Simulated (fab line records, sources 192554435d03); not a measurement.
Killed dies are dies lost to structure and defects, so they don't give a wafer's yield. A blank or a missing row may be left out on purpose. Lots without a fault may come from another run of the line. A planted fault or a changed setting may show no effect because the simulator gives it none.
fab line records | flow n5_finfet
record lots=5 wafers=15 last_day=15
route steps=1938 shown BEOL_M2@894
lots that met no fault: from a run of the same line without faults
start_h: hours from the record's first day to the start of the lot's first wafer shown | wait_h: hours since the lot's step before | " the same as in the row above | L1.1+2: a row that stands for several wafers | - no value, or no start given | * or withheld: withheld | < > ~ a bound
route shown NAME@n: a module of which the file shows steps, and the number in the route of the first | usual: mean/standard deviation of fault-free wafers | same: alike in all rows | chamber/n: place in a boat | sites: the reading at each site | _std_site: their standard deviation | _edge_site: outer sites' mean less inner sites' | radius_mm: how far each site lies from the wafer's centre | mask NAME#n: copy n | behind: the tool/chamber that last shaped the wafer | hold: why the lot was held/for how many hours/how that ended | device: the transistor (n, p or np) that didn't switch | end of line: the same wafers' tests at the end of the route | a step without rows: its recipe alone | killed: dies lost to structure and defects at the first sort, not the wafer's yield | map: a wafer's dies, x killed, . not, _ none there
set.NAME: the setting as run; set.NAME@STEP: as run at that earlier step | model.NAME: the simulator's own value behind a step, which no gauge read
lots at some steps of the route; a table a step, a row a wafer
services: from which hour (start_h, from the record's first day; less than 0 if before it) a tool's chamber was out of use, for how many hours, and why
## steps
# step N5_BEOL_M2_HM_STRIP_39
# recipe chemistry=peroxide_tin_strip material=TiN target_depth_a=250 temp_c=50 time_s=158
# columns lot.wafer tool chamber start_h wait_h
L075.2+5+6 wet_bench-05 7,0,2 151.61 0.0
L077.2+4+5 wet_bench-02 2,7,4 164.78 0.0
L079.2+5+6 wet_bench-02 1,0,4 169.36 0.0
L080.1+3+6 wet_bench-05 4,1,0 180.86 0.0
L085.1+2+4 wet_bench-01 5,7,4 207.67 0.0
# step N5_BEOL_M2_SRD_40
# recipe time_s=30 temp_c=23 rinse_liquid=diw dry=ipa_marangoni
# columns lot.wafer tool chamber start_h wait_h
L075.2+5+6 wet_bench-05 7,0,2 151.66 0.0
L077.2+4+5 wet_bench-02 2,7,4 164.82 0.0
L079.2+5+6 wet_bench-02 1,0,4 169.41 0.0
L080.1+3+6 wet_bench-05 4,1,0 180.91 0.0
L085.1+2+4 wet_bench-01 5,7,4 207.72 0.0
# step N5_BEOL_M2_PRECLEAN_42
# recipe chemistry=residue_remover time_s=60 temp_c=40
# columns lot.wafer tool chamber start_h wait_h
L075.2+5+6 wet_bench-05 7,0,2 151.68 0.0
L077.2+4+5 wet_bench-02 2,7,4 164.84 0.0
L079.2+5+6 wet_bench-02 1,0,4 169.43 0.0
L080.1+3+6 wet_bench-05 4,1,0 180.93 0.0
L085.1+2+4 wet_bench-01 5,7,4 207.73 0.0
# step N5_BEOL_M2_SRD_43
# recipe time_s=30 temp_c=23 rinse_liquid=diw dry=ipa_marangoni
# columns lot.wafer tool chamber start_h wait_h
L075.2+5+6 wet_bench-05 7,0,2 151.69 0.0
L077.2+4+5 wet_bench-02 2,7,4 164.86 0.0
L079.2+5+6 wet_bench-02 1,0,4 169.44 0.0
L080.1+3+6 wet_bench-05 4,1,0 180.94 0.0
L085.1+2+4 wet_bench-01 5,7,4 207.75 0.0
# step N5_BEOL_M2_CD_MEAS_35
# recipe target_cd_nm=18 target_cd_y_nm=22.2 polarity=opening
# usual cd_nm=18.1/0.4
# columns lot.wafer tool chamber start_h wait_h cd_nm
L075.2 cd_sem-03 - 151.73 0.0 18.2
L075.5 " - " " 17.9
L075.6 " - " " 18.7
L077.2 cd_sem-02 - 164.90 0.0 18.3
L077.4 " - " " 18.1
L077.5 " - " " 17.2
L079.2 cd_sem-03 - 169.48 0.0 18.3
L079.5 " - " " 17.6
L079.6 " - " " 18.4
L080.1 cd_sem-02 - 180.98 0.0 18.3
L080.3 " - " " 18.0
L080.6 " - " " 18.0
L085.1 cd_sem-03 - 207.79 0.0 18.3
L085.2 " - " " 18.9
L085.4 " - " " 18.2
# step N5_BEOL_M2_DEGAS_44
# recipe ambient=vacuum temp_c=250 time_s=60
# usual heater_power_w=333/46
# columns lot.wafer tool chamber start_h wait_h heater_power_w
L075.2 pvd_sputter-03 - 151.77 0.0 305
L075.5 " - " " 380
L075.6 " - " " 306
L077.2 pvd_sputter-01 - 164.95 0.1 391
L077.4 " - " " 326
L077.5 " - " " 379
L079.2 pvd_sputter-03 - 170.03 0.5 352
L079.5 " - " " 347
L079.6 " - " " 273
L080.1 pvd_sputter-03 - 181.32 0.3 344
L080.3 " - " " 302
L080.6 " - " " 278
L085.1 pvd_sputter-01 - 208.28 0.5 371
L085.2 " - " " 327
L085.4 " - " " 321
# step N5_BEOL_M2_PRE_CLEAN_45
# recipe gas=H2/He time_s=30 temp_c=250
# usual heater_power_w=333/46
# columns lot.wafer tool chamber start_h wait_h heater_power_w
L075.2 pvd_sputter-03 - 151.81 0.0 299
L075.5 " - " " 378
L075.6 " - " " 296
L077.2 pvd_sputter-01 - 164.99 0.0 375
L077.4 " - " " 320
L077.5 " - " " 368
L079.2 pvd_sputter-03 - 170.07 0.0 345
L079.5 " - " " 350
L079.6 " - " " 278
L080.1 pvd_sputter-03 - 181.36 0.0 340
L080.3 " - " " 304
L080.6 " - " " 286
L085.1 pvd_sputter-01 - 208.32 0.0 371
L085.2 " - " " 320
L085.4 " - " " 326
# step N5_BEOL_M2_ALD_84
# recipe material=TaN target_thk_a=* temp_c=275 ald_precursor_family=PDMAT ald_co_reactant=NH3 pressure_torr=3 carrier_flow_sccm=1500 pulse_time_s=2 purge_time_s=3 co_reactant_purge_time_s=2 co_reactant_pulse_time_s=3 ald_cycles=30 precursor_vessel_temp_c=75 precursor_vessel_pressure_torr=26.25 precursor_vessel_carrier_sccm=1000
# usual heater_power_w=429/40 precursor_vessel_pressure_torr=26.24/0.056
# columns lot.wafer tool chamber start_h wait_h heater_power_w precursor_vessel_pressure_torr
L075.2 ald_metal-04 2 151.88 0.0 429 26.29
L075.5 " 0 " " 400 26.17
L075.6 " 3 " " 436 26.22
L077.2 ald_metal-02 1 165.05 0.0 374 26.27
L077.4 " 0 " " 428 26.29
L077.5 " 0 " " 433 26.30
L079.2 ald_metal-01 1 170.13 0.0 372 26.23
L079.5 " 0 " " 422 26.20
L079.6 " 3 " " 378 26.25
L080.1 ald_metal-02 3 181.42 0.0 500 26.21
L080.3 " 2 " " 437 26.23
L080.6 " 0 " " 422 26.24
L085.1 ald_metal-02 2 208.40 0.1 425 26.28
L085.2 " 3 " " 502 26.26
L085.4 " 3 " " 499 26.27
# step N5_BEOL_M2_SURFACE_TREAT_85
# recipe gas=Ar time_s=* ion_energy_ev=* ion_current_ma_cm2=0.5 pressure_mtorr=* ar_flow_sccm=30
# usual throttle_valve_pct=*
# columns lot.wafer tool chamber start_h wait_h throttle_valve_pct
L075.2 pvd_sputter-02 - 152.20 0.2 *
L075.5 " - " " *
L075.6 " - " " *
L077.2 pvd_sputter-01 - 165.29 0.1 *
L077.4 " - " " *
L077.5 " - " " *
L079.2 pvd_sputter-01 - 170.36 0.1 *
L079.5 " - " " *
L079.6 " - " " *
L080.1 pvd_sputter-03 - 181.76 0.2 *
L080.3 " - " " *
L080.6 " - " " *
L085.1 pvd_sputter-03 - 208.74 0.2 *
L085.2 " - " " *
L085.4 " - " " *
# step N5_BEOL_M2_CVD_47
# recipe material=Co target_thk_a=30 temp_c=withheld precursor=CCTBA/H2 pressure_torr=30 time_s=223.8
# columns lot.wafer tool chamber start_h wait_h
L075.2+5+6 cvd_co-02 2,1,0 152.49 0.3
L077.2+4+5 cvd_co-02 2,2,0 165.35 0.0
L079.2+5+6 cvd_co-01 2,0,1 170.42 0.0
L080.1+3+6 cvd_co-01 0,2,1 181.87 0.1
L085.1+2+4 cvd_co-01 1,2,1 208.80 0.0
# step N5_BEOL_M2_SPUTTER_48
# recipe material=Cu target_thk_a=45 temp_c=-20 chamber_pressure_pa=0.07 power_w=withheld time_s=8.29
# usual throttle_valve_pct=30.4/1.3
# columns lot.wafer tool chamber start_h wait_h throttle_valve_pct
L075.2 pvd_sputter-02 - 152.70 0.1 30.0
L075.5 " - " " 30.2
L075.6 " - " " 28.9
L077.2 pvd_sputter-01 - 165.51 0.1 31.5
L077.4 " - " " 30.3
L077.5 " - " " 31.4
L079.2 pvd_sputter-03 - 170.58 0.1 31.5
L079.5 " - " " 31.4
L079.6 " - " " 32.4
L080.1 pvd_sputter-02 - 182.19 0.3 30.5
L080.3 " - " " 29.4
L080.6 " - " " 30.7
L085.1 pvd_sputter-03 - 208.96 0.1 28.5
L085.2 " - " " 32.2
L085.4 " - " " 29.0
# step N5_BEOL_M2_ANNEAL_49
# recipe temp_c=400 time_s=240 ambient=vacuum
# usual heater_power_w=825/110
# columns lot.wafer tool chamber start_h wait_h heater_power_w
L075.2 pvd_sputter-02 - 152.78 0.0 795
L075.5 " - " " 797
L075.6 " - " " 764
L077.2 pvd_sputter-01 - 165.59 0.0 934
L077.4 " - " " 794
L077.5 " - " " 896
L079.2 pvd_sputter-03 - 170.66 0.0 700
L079.5 " - " " 678
L079.6 " - " " 856
L080.1 pvd_sputter-02 - 182.27 0.0 789
L080.3 " - " " 769
L080.6 " - " " 1075
L085.1 pvd_sputter-03 - 209.04 0.0 748
L085.2 " - " " 867
L085.4 " - " " 975
# step N5_BEOL_M2_SPUTTER_79
# recipe material=Cu target_thk_a=45 temp_c=-20 chamber_pressure_pa=0.07 power_w=withheld time_s=8.29
# usual throttle_valve_pct=30.4/1.3
# columns lot.wafer tool chamber start_h wait_h throttle_valve_pct
L075.2 pvd_sputter-02 - 152.92 0.1 30.1
L075.5 " - " " 30.4
L075.6 " - " " 28.9
L077.2 pvd_sputter-01 - 165.73 0.1 31.3
L077.4 " - " " 30.4
L077.5 " - " " 31.0
L079.2 pvd_sputter-03 - 170.80 0.1 31.7
L079.5 " - " " 31.9
L079.6 " - " " 32.4
L080.1 pvd_sputter-02 - 182.41 0.1 30.0
L080.3 " - " " 28.8
L080.6 " - " " 30.7
L085.1 pvd_sputter-03 - 209.18 0.1 28.7
L085.2 " - " " 32.1
L085.4 " - " " 28.9
# step N5_BEOL_M2_ANNEAL_80
# recipe temp_c=400 time_s=240 ambient=vacuum
# usual heater_power_w=826/110
# columns lot.wafer tool chamber start_h wait_h heater_power_w
L075.2 pvd_sputter-02 - 153.00 0.0 794
L075.5 " - " " 799
L075.6 " - " " 791
L077.2 pvd_sputter-01 - 165.81 0.0 920
L077.4 " - " " 784
L077.5 " - " " 922
L079.2 pvd_sputter-03 - 170.88 0.0 686
L079.5 " - " " 690
L079.6 " - " " 875
L080.1 pvd_sputter-02 - 182.49 0.0 793
L080.3 " - " " 766
L080.6 " - " " 1078
L085.1 pvd_sputter-03 - 209.26 0.0 768
L085.2 " - " " 851
L085.4 " - " " 956
# step N5_BEOL_M2_SPUTTER_81
# recipe material=Cu target_thk_a=45 temp_c=-20 chamber_pressure_pa=0.07 power_w=withheld time_s=8.29
# usual throttle_valve_pct=30.4/1.3
# columns lot.wafer tool chamber start_h wait_h throttle_valve_pct
L075.2 pvd_sputter-02 - 153.14 0.1 30.1
L075.5 " - " " 30.3
L075.6 " - " " 29.0
L077.2 pvd_sputter-01 - 165.95 0.1 31.3
L077.4 " - " " 30.3
L077.5 " - " " 31.7
L079.2 pvd_sputter-03 - 171.02 0.1 31.7
L079.5 " - " " 31.8
L079.6 " - " " 32.2
L080.1 pvd_sputter-02 - 182.63 0.1 30.3
L080.3 " - " " 28.8
L080.6 " - " " 30.4
L085.1 pvd_sputter-03 - 209.40 0.1 28.4
L085.2 " - " " 32.3
L085.4 " - " " 29.2
# step N5_BEOL_M2_ANNEAL_82
# recipe temp_c=400 time_s=240 ambient=vacuum
# usual heater_power_w=825/110
# columns lot.wafer tool chamber start_h wait_h heater_power_w
L075.2 pvd_sputter-02 - 153.22 0.0 805
L075.5 " - " " 798
L075.6 " - " " 770
L077.2 pvd_sputter-01 - 166.03 0.0 921
L077.4 " - " " 833
L077.5 " - " " 951
L079.2 pvd_sputter-03 - 171.10 0.0 701
L079.5 " - " " 701
L079.6 " - " " 860
L080.1 pvd_sputter-02 - 182.71 0.0 791
L080.3 " - " " 757
L080.6 " - " " 1082
L085.1 pvd_sputter-03 - 209.48 0.0 751
L085.2 " - " " 881
L085.4 " - " " 956
# step N5_BEOL_M2_SPUTTER_86
# recipe material=Cu target_thk_a=45 temp_c=-20 chamber_pressure_pa=0.07 power_w=withheld time_s=8.29
# usual throttle_valve_pct=30.3/1.3
# columns lot.wafer tool chamber start_h wait_h throttle_valve_pct
L075.2 pvd_sputter-02 - 153.36 0.1 30.5
L075.5 " - " " 29.7
L075.6 " - " " 29.1
L077.2 pvd_sputter-01 - 166.17 0.1 31.1
L077.4 " - " " 30.0
L077.5 " - " " 31.5
L079.2 pvd_sputter-03 - 171.24 0.1 31.6
L079.5 " - " " 31.7
L079.6 " - " " 32.0
L080.1 pvd_sputter-02 - 182.85 0.1 30.0
L080.3 " - " " 29.1
L080.6 " - " " 31.0
L085.1 pvd_sputter-03 - 209.62 0.1 28.6
L085.2 " - " " 31.8
L085.4 " - " " 28.8
# step N5_BEOL_M2_ANNEAL_87
# recipe temp_c=400 time_s=240 ambient=vacuum
# usual heater_power_w=828/110
# columns lot.wafer tool chamber start_h wait_h heater_power_w
L075.2 pvd_sputter-02 - 153.44 0.0 766
L075.5 " - " " 784
L075.6 " - " " 745
L077.2 pvd_sputter-01 - 166.25 0.0 940
L077.4 " - " " 793
L077.5 " - " " 967
L079.2 pvd_sputter-03 - 171.32 0.0 697
L079.5 " - " " 716
L079.6 " - " " 861
L080.1 pvd_sputter-02 - 182.93 0.0 801
L080.3 " - " " 765
L080.6 " - " " 1108
L085.1 pvd_sputter-03 - 209.70 0.0 754
L085.2 " - " " 855
L085.4 " - " " 962
# step N5_BEOL_M2_SPUTTER_88
# recipe material=Cu target_thk_a=45 temp_c=-20 chamber_pressure_pa=0.07 power_w=withheld time_s=8.29
# usual throttle_valve_pct=30.3/1.3
# columns lot.wafer tool chamber start_h wait_h throttle_valve_pct
L075.2 pvd_sputter-02 - 153.58 0.1 30.3
L075.5 " - " " 30.2
L075.6 " - " " 29.1
L077.2 pvd_sputter-01 - 166.39 0.1 31.3
L077.4 " - " " 30.0
L077.5 " - " " 31.2
L079.2 pvd_sputter-03 - 171.46 0.1 31.5
L079.5 " - " " 31.5
L079.6 " - " " 32.2
L080.1 pvd_sputter-02 - 183.07 0.1 29.9
L080.3 " - " " 28.6
L080.6 " - " " 30.8
L085.1 pvd_sputter-03 - 209.84 0.1 28.9
L085.2 " - " " 32.2
L085.4 " - " " 28.8
# step N5_BEOL_M2_ANNEAL_89
# recipe temp_c=400 time_s=240 ambient=vacuum
# usual heater_power_w=827/110
# columns lot.wafer tool chamber start_h wait_h heater_power_w
L075.2 pvd_sputter-02 - 153.66 0.0 787
L075.5 " - " " 776
L075.6 " - " " 761
L077.2 pvd_sputter-01 - 166.47 0.0 913
L077.4 " - " " 796
L077.5 " - " " 920
L079.2 pvd_sputter-03 - 171.54 0.0 708
L079.5 " - " " 706
L079.6 " - " " 896
L080.1 pvd_sputter-02 - 183.15 0.0 793
L080.3 " - " " 762
L080.6 " - " " 1085
L085.1 pvd_sputter-03 - 209.92 0.0 753
L085.2 " - " " 865
L085.4 " - " " 939
# step N5_BEOL_M2_SPUTTER_90
# recipe material=Cu target_thk_a=45 temp_c=-20 chamber_pressure_pa=0.07 power_w=withheld time_s=8.29
# usual throttle_valve_pct=30.4/1.3
# columns lot.wafer tool chamber start_h wait_h throttle_valve_pct
L075.2 pvd_sputter-02 - 153.80 0.1 30.1
L075.5 " - " " 30.1
L075.6 " - " " 29.2
L077.2 pvd_sputter-01 - 166.61 0.1 31.4
L077.4 " - " " 30.3
L077.5 " - " " 31.2
L079.2 pvd_sputter-03 - 171.68 0.1 31.7
L079.5 " - " " 31.7
L079.6 " - " " 32.2
L080.1 pvd_sputter-02 - 183.29 0.1 30.1
L080.3 " - " " 28.9
L080.6 " - " " 30.7
L085.1 pvd_sputter-03 - 210.06 0.1 28.6
L085.2 " - " " 32.3
L085.4 " - " " 28.9
# step N5_BEOL_M2_ANNEAL_91
# recipe temp_c=400 time_s=240 ambient=vacuum
# usual heater_power_w=827/110
# columns lot.wafer tool chamber start_h wait_h heater_power_w
L075.2 pvd_sputter-02 - 153.88 0.0 808
L075.5 " - " " 791
L075.6 " - " " 751
L077.2 pvd_sputter-01 - 166.69 0.0 913
L077.4 " - " " 798
L077.5 " - " " 930
L079.2 pvd_sputter-03 - 171.76 0.0 696
L079.5 " - " " 703
L079.6 " - " " 864
L080.1 pvd_sputter-02 - 183.37 0.0 802
L080.3 " - " " 781
L080.6 " - " " 1035
L085.1 pvd_sputter-03 - 210.14 0.0 754
L085.2 " - " " 878
L085.4 " - " " 964
# step N5_BEOL_M2_SPUTTER_92
# recipe material=Cu target_thk_a=45 temp_c=-20 chamber_pressure_pa=0.07 power_w=withheld time_s=8.29
# usual throttle_valve_pct=30.4/1.3
# columns lot.wafer tool chamber start_h wait_h throttle_valve_pct
L075.2 pvd_sputter-02 - 154.02 0.1 30.1
L075.5 " - " " 30.2
L075.6 " - " " 29.3
L077.2 pvd_sputter-01 - 166.83 0.1 31.1
L077.4 " - " " 30.3
L077.5 " - " " 31.3
L079.2 pvd_sputter-03 - 171.90 0.1 31.8
L079.5 " - " " 31.6
L079.6 " - " " 31.8
L080.1 pvd_sputter-02 - 183.51 0.1 30.2
L080.3 " - " " 28.8
L080.6 " - " " 30.7
L085.1 pvd_sputter-03 - 210.28 0.1 28.7
L085.2 " - " " 32.0
L085.4 " - " " 28.9
# step N5_BEOL_M2_ANNEAL_93
# recipe temp_c=400 time_s=240 ambient=vacuum
# usual heater_power_w=827/110
# columns lot.wafer tool chamber start_h wait_h heater_power_w
L075.2 pvd_sputter-02 - 154.10 0.0 792
L075.5 " - " " 801
L075.6 " - " " 738
L077.2 pvd_sputter-01 - 166.91 0.0 895
L077.4 " - " " 814
L077.5 " - " " 927
L079.2 pvd_sputter-03 - 171.98 0.0 697
L079.5 " - " " 694
L079.6 " - " " 865
L080.1 pvd_sputter-02 - 183.59 0.0 785
L080.3 " - " " 747
L080.6 " - " " 1058
L085.1 pvd_sputter-03 - 210.36 0.0 765
L085.2 " - " " 892
L085.4 " - " " 958
# step N5_BEOL_M2_SPUTTER_94
# recipe material=Cu target_thk_a=45 temp_c=-20 chamber_pressure_pa=0.07 power_w=withheld time_s=8.29
# usual throttle_valve_pct=30.4/1.3
# columns lot.wafer tool chamber start_h wait_h throttle_valve_pct
L075.2 pvd_sputter-02 - 154.24 0.1 30.2
L075.5 " - " " 30.0
L075.6 " - " " 29.0
L077.2 pvd_sputter-01 - 167.05 0.1 31.4
L077.4 " - " " 30.3
L077.5 " - " " 31.4
L079.2 pvd_sputter-03 - 172.12 0.1 31.6
L079.5 " - " " 31.6
L079.6 " - " " 32.0
L080.1 pvd_sputter-02 - 183.73 0.1 30.0
L080.3 " - " " 28.9
L080.6 " - " " 30.5
L085.1 pvd_sputter-03 - 210.50 0.1 28.5
L085.2 " - " " 32.3
L085.4 " - " " 28.9
# step N5_BEOL_M2_ANNEAL_95
# recipe temp_c=400 time_s=240 ambient=vacuum
# usual heater_power_w=827/110
# columns lot.wafer tool chamber start_h wait_h heater_power_w
L075.2 pvd_sputter-02 - 154.32 0.0 796
L075.5 " - " " 795
L075.6 " - " " 775
L077.2 pvd_sputter-01 - 167.13 0.0 904
L077.4 " - " " 803
L077.5 " - " " 926
L079.2 pvd_sputter-03 - 172.20 0.0 714
L079.5 " - " " 704
L079.6 " - " " 876
L080.1 pvd_sputter-02 - 183.81 0.0 789
L080.3 " - " " 772
L080.6 " - " " 1076
L085.1 pvd_sputter-03 - 210.58 0.0 749
L085.2 " - " " 891
L085.4 " - " " 963
# step N5_BEOL_M2_SPUTTER_96
# recipe material=Cu target_thk_a=45 temp_c=-20 chamber_pressure_pa=0.07 power_w=withheld time_s=8.29
# usual throttle_valve_pct=30.4/1.3
# columns lot.wafer tool chamber start_h wait_h throttle_valve_pct
L075.2 pvd_sputter-02 - 154.46 0.1 30.0
L075.5 " - " " 30.1
L075.6 " - " " 29.1
L077.2 pvd_sputter-01 - 167.27 0.1 31.5
L077.4 " - " " 30.1
L077.5 " - " " 31.2
L079.2 pvd_sputter-03 - 172.34 0.1 31.5
L079.5 " - " " 31.5
L079.6 " - " " 32.4
L080.1 pvd_sputter-02 - 183.95 0.1 30.3
L080.3 " - " " 28.9
L080.6 " - " " 30.7
L085.1 pvd_sputter-03 - 210.72 0.1 28.6
L085.2 " - " " 32.3
L085.4 " - " " 28.8
# step N5_BEOL_M2_ECD_50
# recipe material=Cu target_thk_a=3000
# columns lot.wafer tool chamber start_h wait_h
L075.2+5+6 ecd_cu-02 1,1,0 154.59 0.1
L077.2+4+5 ecd_cu-02 1,0,0 169.35 2.0
L079.2+5+6 ecd_cu-02 1,1,0 172.45 0.1
L080.1+3+6 ecd_cu-02 1,0,1 184.07 0.1
L085.1+2+4 ecd_cu-02 0,1,0 210.84 0.1
# step N5_BEOL_M2_ANNEAL_51
# recipe temp_c=225 time_s=90 ambient=N2
# usual wafer_temp_C_max=225.65/0.2
# columns lot.wafer tool chamber start_h wait_h wafer_temp_C_max
L075.2 rtp_anneal-01 0 155.15 0.5 225.40
L075.5 " 0 " " 225.58
L075.6 " 0 " " 225.49
L077.2 rtp_anneal-01 0 176.21 6.8 225.71
L077.4 " 0 " " 225.58
L077.5 " 0 " " 225.58
L079.2 rtp_anneal-01 0 178.88 6.4 225.77
L079.5 " 0 " " 225.62
L079.6 " 0 " " 225.79
L080.1 rtp_anneal-01 0 187.39 3.3 225.34
L080.3 " 0 " " 225.51
L080.6 " 0 " " 225.57
L085.1 rtp_anneal-01 0 210.92 0.1 225.49
L085.2 " 0 " " 225.51
L085.4 " 0 " " 225.55
# step N5_BEOL_M2_CMP_52
# recipe stop_on=SiOC t_overpolish_s=6.8 down_force_psi=1 platen_rpm=50 clearing_platen_down_force_psi=1.5 clearing_platen_rpm=50 post_cmp_clean=cu_alkaline target_thk_nm=40 clearing_platen_pad_velocity_m_s=0.99484 pad_velocity_m_s=0.99484
# usual barrier_field_endpoint_s=24.5/0.6 motor_current_A=6.0/0.68 overpolish_run_s=6.800/0.0092 platen_rpm=50.00/0.031 time_to_endpoint_s=63/3.2
# columns lot.wafer tool chamber start_h wait_h barrier_field_endpoint_s motor_current_A overpolish_run_s platen_rpm time_to_endpoint_s
L075.2 cmp-02 1 155.41 0.2 23.8 5.8 6.799 50.02 63
L075.6 " 1 " " 24.4 5.6 6.793 49.99 63
L075.5 " 2 " " 24.2 7.4 6.791 49.98 62
L077.2 cmp-03 0 176.50 0.2 23.6 6.4 6.808 49.99 61
L077.4 " 2 " " 25.2 4.8 6.817 50.04 66
L077.5 " 0 " " 24.1 6.3 6.804 50.02 63
L079.2 cmp-03 1 179.14 0.2 24.1 6.0 6.812 49.93 62
L079.5 " 1 " " 25.2 5.9 6.797 50.00 66
L079.6 " 2 " " 24.7 4.7 6.801 50.01 68
L080.1 cmp-03 0 187.77 0.3 24.9 6.0 6.796 50.00 59
L080.3 " 1 " " 24.4 5.8 6.808 50.00 64
L080.6 " 3 " " 24.7 5.6 6.791 49.90 59
L085.1 cmp-03 0 211.22 0.3 24.2 6.3 6.801 50.00 63
L085.4 " 1 " " 24.5 5.6 6.803 50.01 66
L085.2 " 2 " " 25.5 5.0 6.800 50.01 70
# step N5_BEOL_M2_THK_MEAS_53
# recipe thk_meas_gauge=xrf reads=Cu_of_BEOL_M2_ECD_50
# usual M2_THK=39.8/1.7
# columns lot.wafer tool chamber start_h wait_h M2_THK[nm]
L075.2 film_metro-01 - 155.70 - 37.4
L075.5 " - " " 41.0
L075.6 " - " " 37.8
L077.2 film_metro-02 - 176.76 - 38.5
L077.4 " - " " 39.2
L077.5 " - " " 39.6
L079.2 film_metro-01 - 179.43 - 41.0
L079.5 " - " " 37.4
L079.6 " - " " 39.7
L080.1 film_metro-01 - 187.99 - 38.2
L080.3 " - " " 39.6
L080.6 " - " " 38.8
L085.1 film_metro-01 - 211.51 - 40.8
L085.2 " - " " 39.5
L085.4 " - " " 40.6
# step N5_BEOL_M2_PRE_CLEAN_60
# recipe gas=NH3/H2 time_s=15 temp_c=* rf_power_w=300
# usual heater_power_w=103/27
# columns lot.wafer tool chamber start_h wait_h heater_power_w
L075.2 cvd_co-01 0 155.74 0.0 79
L075.5 " 0 " " 77
L075.6 " 1 " " 144
L077.2 cvd_co-01 2 176.80 0.0 81
L077.4 " 1 " " 142
L077.5 " 0 " " 78
L079.2 cvd_co-01 2 179.47 0.0 83
L079.5 " 2 " " 82
L079.6 " 0 " " 75
L080.1 cvd_co-02 2 188.03 0.0 135
L080.3 " 0 " " 83
L080.6 " 2 " " 133
L085.1 cvd_co-02 0 211.55 0.0 84
L085.2 " 2 " " 135
L085.4 " 0 " " 84
# step N5_BEOL_M2_CO_CAP_55
# recipe material=Co target_thk_a=20 temp_c=200 precursor=CCTBA/H2 pressure_torr=30 time_s=102.1
# usual heater_power_w=258/34
# columns lot.wafer tool chamber start_h wait_h heater_power_w
L075.2 cvd_co-01 0 155.78 0.0 222
L075.5 " 0 " " 224
L075.6 " 1 " " 301
L077.2 cvd_co-01 2 176.84 0.0 236
L077.4 " 1 " " 312
L077.5 " 0 " " 227
L079.2 cvd_co-01 2 179.51 0.0 229
L079.5 " 2 " " 233
L079.6 " 0 " " 223
L080.1 cvd_co-02 2 188.07 0.0 294
L080.3 " 0 " " 229
L080.6 " 2 " " 296
L085.1 cvd_co-02 0 211.59 0.0 236
L085.2 " 2 " " 302
L085.4 " 0 " " 226
# step N5_BEOL_M2_PRE_CLEAN_56
# recipe gas=NH3 time_s=15 temp_c=withheld rf_power_w=300
# columns lot.wafer tool chamber start_h wait_h
L075.2+5+6 pecvd-01 2,1,0 155.87 0.1
L077.2+4+5 pecvd-01 1,1,0 176.93 0.1
L079.2+5+6 pecvd-03 1,1,2 179.60 0.1
L080.1+3+6 pecvd-01 0,2,1 188.16 0.1
L085.1+2+4 pecvd-04 1,2,1 211.68 0.1
# step N5_BEOL_M2_DEP_57
# recipe material=SiCN target_thk_a=80 temp_c=withheld precursor=3MS/NH3 pressure_torr=3 rf_w=202 time_s=14
# usual showerhead_plenum_p_Torr=3.661/0.012 throttle_valve_pct=9.1/0.69
# columns lot.wafer tool chamber start_h wait_h showerhead_plenum_p_Torr throttle_valve_pct
L075.2 pecvd-01 2 155.89 0.0 3.694 9.1
L075.5 " 1 " " 3.657 10.9
L075.6 " 0 " " 3.635 8.6
L077.2 pecvd-01 1 176.95 0.0 3.661 10.7
L077.4 " 1 " " 3.642 10.4
L077.5 " 0 " " 3.651 8.9
L079.2 pecvd-03 1 179.62 0.0 3.652 8.9
L079.5 " 1 " " 3.651 9.0
L079.6 " 2 " " 3.669 8.6
L080.1 pecvd-01 0 188.19 0.0 3.636 8.8
L080.3 " 2 " " 3.685 9.0
L080.6 " 1 " " 3.651 10.8
L085.1 pecvd-04 1 211.71 0.0 3.656 8.9
L085.2 " 2 " " 3.657 8.3
L085.4 " 1 " " 3.660 9.1
# step N5_BEOL_M2_RS_MEAS_58
# recipe thk_meas_gauge=four-point-probe reads=Co_of_BEOL_M2_CO_CAP_55+Cu_of_BEOL_M2_ECD_50+Co_of_BEOL_M2_CVD_47+TaN_of_BEOL_M2_ALD_84
# usual M2_RS=0.65/0.033
# columns lot.wafer tool chamber start_h wait_h M2_RS[ohm/sq]
L075.2 film_metro-02 - 155.96 0.1 0.70
L075.5 " - " " 0.63
L075.6 " - " " 0.70
L077.2 film_metro-02 - 177.02 0.1 0.68
L077.4 " - " " 0.67
L077.5 " - " " 0.65
L079.2 film_metro-02 - 179.69 0.1 0.62
L079.5 " - " " 0.70
L079.6 " - " " 0.65
L080.1 film_metro-01 - 188.26 0.0 0.68
L080.3 " - " " 0.65
L080.6 " - " " 0.67
L085.1 film_metro-01 - 211.77 0.0 0.62
L085.2 " - " " 0.65
L085.4 " - " " 0.63
# step N5_BEOL_M2_INSPECT_59
# recipe inspect_instrument=darkfield mode=post_dep
# usual raw_defect_count=68/20
# columns lot.wafer tool chamber start_h wait_h raw_defect_count
L075.2 defect_inspect-01 - 155.99 0.0 55
L075.5 " - " " 81
L075.6 " - " " 78
L077.2 defect_inspect-01 - 177.05 0.0 70
L077.4 " - " " 77
L077.5 " - " " 63
L079.2 defect_inspect-02 - 179.72 0.0 101
L079.5 " - " " 98
L079.6 " - " " 115
L080.1 defect_inspect-01 - 188.28 0.0 43
L080.3 " - " " 41
L080.6 " - " " 45
L085.1 defect_inspect-02 - 211.80 0.0 63
L085.2 " - " " 81
L085.4 " - " " 73
## services
# columns tool chamber start_h hours kind
cmp-03 - 135.91 5.6 pm
ecd_cu-02 - 137.26 0.3 repair
ald_metal-01 - 138.82 1.0 repair
ecd_cu-02 - 141.29 2.1 repair
pecvd-03 - 142.42 14.6 pm
ald_metal-01 0 143.84 7.9 repair
pvd_sputter-03 - 144.93 4.2 repair
ecd_cu-02 - 148.75 1.6 repair
pecvd-04 2 165.21 5.5 scheduled_down
pecvd-01 2 168.25 2.1 scheduled_down
pecvd-04 1 178.00 2.1 scheduled_down
pvd_sputter-03 - 178.36 1.0 repair
pecvd-04 2 180.13 2.1 scheduled_down
cmp-02 - 183.37 4.0 pm
ald_metal-02 1 186.68 37.3 repair
cmp-02 - 187.37 - consumable_replace:conditioner
cmp-02 - 187.37 - consumable_replace:pad
cvd_co-02 - 195.30 6.0 pm
ald_metal-01 1 197.34 11.4 repair
pecvd-03 2 209.24 13.2 repair
## key
fault none
